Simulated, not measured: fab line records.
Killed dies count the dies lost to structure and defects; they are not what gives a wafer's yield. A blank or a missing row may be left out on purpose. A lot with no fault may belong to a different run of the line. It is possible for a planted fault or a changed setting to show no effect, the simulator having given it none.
Chamber matching :: flow nand-harc :: NHARC_A_STAIRCASE_ETCHBACK_422 on rie-diel-02: 4 sister chambers
The step etches the open film in CH3F/O2, target depth 40 nm, time 74.286 s. 4 wafers are shown with their chamber, then 8 later ones without.

## WAFERS, EACH WITH ITS CHAMBER
wafer: L079.4
chamber: 0
drypump-motor-current-A (A): 5.6

wafer: L081.5
chamber: 2
drypump-motor-current-A (A): 4.8

wafer: L081.6
chamber: 1
drypump-motor-current-A (A): 6.0

wafer: L089.1
chamber: 3
drypump-motor-current-A (A): 6.1

## WAFERS WITHOUT THEIR CHAMBER
wafer: L089.2
drypump-motor-current-A (A): 5.5

wafer: L089.3
drypump-motor-current-A (A): 4.8

wafer: L095.1
drypump-motor-current-A (A): 5.6

wafer: L095.3
drypump-motor-current-A (A): 6.0

wafer: L095.4
drypump-motor-current-A (A): 4.8

wafer: L097.1
drypump-motor-current-A (A): 6.0

wafer: L097.5
drypump-motor-current-A (A): 6.0

wafer: L097.6
drypump-motor-current-A (A): 5.6

## EACH ONE'S CHAMBER
wafer: L089.2
from the rows above: 0
in truth: 0

wafer: L089.3
from the rows above: 2
in truth: 2

wafer: L095.1
from the rows above: 0
in truth: 0

wafer: L095.3
from the rows above: 1
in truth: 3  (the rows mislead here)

wafer: L095.4
from the rows above: 2
in truth: 2

wafer: L097.1
from the rows above: 1
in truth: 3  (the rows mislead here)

wafer: L097.5
from the rows above: 1
in truth: 1

wafer: L097.6
from the rows above: 0
in truth: 0
Correctly placed: 6 of 8. Can't be placed from these rows: 0. Placed wrongly: 2.
How it was worked out, from the rows above alone: a wafer's distance from a chamber is the root of the sum, over the readings, of the square of ((its reading less the chamber's mean) divided by the reading's scatter). The wafer belongs to the nearest chamber; if the next one is less than 2 further off, it can't be placed. For every chamber, the mean is computed from those of its wafers that are shown. The scatter: root of mean squared gap, hidden wafer to nearest shown wafer, with one shown wafer a chamber.
